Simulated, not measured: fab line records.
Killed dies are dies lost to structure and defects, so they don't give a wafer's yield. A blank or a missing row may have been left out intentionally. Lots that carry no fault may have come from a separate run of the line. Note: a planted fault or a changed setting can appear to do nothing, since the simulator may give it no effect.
Matching of chambers :: flow nandHarc :: NHARC_A_BONDPAD_DESCUM_11 on rieDiel-09 has 4 sister chambers
The step chemistry O2, time 3 s. 20 wafers are shown with their chamber, then 9 later ones without.

## WAFERS, EACH WITH ITS CHAMBER
wafer: L370.2
chamber: 3
drypumpMotorCurrentA (A): 5.50
oesProductAu (a.u.): 1.015
rfVppV (V): 58.5

wafer: L370.3
chamber: 1
drypumpMotorCurrentA (A): 6.20
oesProductAu (a.u.): 1.000
rfVppV (V): 56.4

wafer: L370.5
chamber: 2
drypumpMotorCurrentA (A): 6.13
oesProductAu (a.u.): 0.991
rfVppV (V): 59.2

wafer: L372.1
chamber: 2
drypumpMotorCurrentA (A): 6.11
oesProductAu (a.u.): 0.998
rfVppV (V): 58.1

wafer: L372.2
chamber: 3
drypumpMotorCurrentA (A): 5.47
oesProductAu (a.u.): 1.020
rfVppV (V): 57.0

wafer: L372.6
chamber: 3
drypumpMotorCurrentA (A): 5.48
oesProductAu (a.u.): 1.010
rfVppV (V): 57.8

wafer: L373.2
chamber: 1
drypumpMotorCurrentA (A): 6.18
oesProductAu (a.u.): 1.016
rfVppV (V): 59.8

wafer: L373.5
chamber: 0
drypumpMotorCurrentA (A): 5.89
oesProductAu (a.u.): 0.997
rfVppV (V): 57.1

wafer: L373.6
chamber: 1
drypumpMotorCurrentA (A): 6.21
oesProductAu (a.u.): 1.014
rfVppV (V): 59.1

wafer: L375.1
chamber: 2
drypumpMotorCurrentA (A): 6.10
oesProductAu (a.u.): 0.989
rfVppV (V): 57.5

wafer: L375.3
chamber: 0
drypumpMotorCurrentA (A): 5.85
oesProductAu (a.u.): 1.002
rfVppV (V): 56.6

wafer: L375.6
chamber: 3
drypumpMotorCurrentA (A): 5.52
oesProductAu (a.u.): 1.015
rfVppV (V): 56.7

wafer: L376.2
chamber: 2
drypumpMotorCurrentA (A): 6.13
oesProductAu (a.u.): 0.994
rfVppV (V): 58.7

wafer: L376.3
chamber: 1
drypumpMotorCurrentA (A): 6.18
oesProductAu (a.u.): 1.016
rfVppV (V): 58.0

wafer: L376.5
chamber: 1
drypumpMotorCurrentA (A): 6.19
oesProductAu (a.u.): 1.006
rfVppV (V): 58.4

wafer: L379.2
chamber: 3
drypumpMotorCurrentA (A): 5.49
oesProductAu (a.u.): 1.006
rfVppV (V): 56.7

wafer: L379.5
chamber: 0
drypumpMotorCurrentA (A): 5.90
oesProductAu (a.u.): 0.994
rfVppV (V): 56.7

wafer: L379.6
chamber: 1
drypumpMotorCurrentA (A): 6.20
oesProductAu (a.u.): 1.008
rfVppV (V): 58.8

wafer: L378.2
chamber: 2
drypumpMotorCurrentA (A): 6.11
oesProductAu (a.u.): 1.000
rfVppV (V): 58.0

wafer: L378.3
chamber: 3
drypumpMotorCurrentA (A): 5.45
oesProductAu (a.u.): 1.007
rfVppV (V): 56.7

SIGNATURES (averages over the wafers above)
reading: drypumpMotorCurrentA
chamber 0: 5.8800
chamber 1: 6.1933
chamber 2: 6.1160
chamber 3: 5.4850
scatter within a chamber: 0.019

reading: oesProductAu
chamber 0: 0.99767
chamber 1: 1.01000
chamber 2: 0.99440
chamber 3: 1.01217
scatter within a chamber: 0.00544

reading: rfVppV
chamber 0: 56.800
chamber 1: 58.417
chamber 2: 58.300
chamber 3: 57.233
scatter within a chamber: 0.847
Rule: a wafer lies at a distance from a chamber equal to the root of the sum of squares, over the readings, of (its reading less the chamber's mean, divided by the reading's scatter). The wafer belongs to the nearest chamber; if the next one is less than 2 further off, it can't be placed. The scatter is the square root of a quotient: the sum, over the shown wafers, of each reading's squared deviation from its chamber's mean, divided by wafers minus chambers.

## WAFERS WITH NO CHAMBER GIVEN
wafer: L378.4
drypumpMotorCurrentA (A): 6.22
oesProductAu (a.u.): 1.014
rfVppV (V): 58.7

wafer: L380.1
drypumpMotorCurrentA (A): 5.48
oesProductAu (a.u.): 1.003
rfVppV (V): 57.4

wafer: L380.2
drypumpMotorCurrentA (A): 6.22
oesProductAu (a.u.): 1.007
rfVppV (V): 57.1

wafer: L380.4
drypumpMotorCurrentA (A): 5.90
oesProductAu (a.u.): 0.989
rfVppV (V): 58.1

wafer: L381.1
drypumpMotorCurrentA (A): 6.18
oesProductAu (a.u.): 1.005
rfVppV (V): 57.6

wafer: L381.3
drypumpMotorCurrentA (A): 5.93
oesProductAu (a.u.): 0.986
rfVppV (V): 56.8

wafer: L381.6
drypumpMotorCurrentA (A): 5.47
oesProductAu (a.u.): 1.002
rfVppV (V): 57.7

wafer: L385.4
drypumpMotorCurrentA (A): 6.20
oesProductAu (a.u.): 0.994
rfVppV (V): 57.0

wafer: L388.5
drypumpMotorCurrentA (A): 5.48
oesProductAu (a.u.): 1.028
rfVppV (V): 56.7

## WHICH CHAMBER EACH ONE RAN IN
wafer: L378.4
from the rows above: 1
in truth: 1

wafer: L380.1
from the rows above: 3
in truth: 3

wafer: L380.2
from the rows above: 1
in truth: 1

wafer: L380.4
from the rows above: 0
in truth: 0

wafer: L381.1
from the rows above: 1
in truth: 1

wafer: L381.3
from the rows above: 0
in truth: 0

wafer: L381.6
from the rows above: 3
in truth: 3

wafer: L385.4
from the rows above: can't be placed: 1 or 2
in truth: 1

wafer: L388.5
from the rows above: 3
in truth: 3
Correctly placed: 8 of 9. Cannot be placed on the basis of these rows: 1; the candidates contain the true chamber in 1. Placed wrongly: 0.
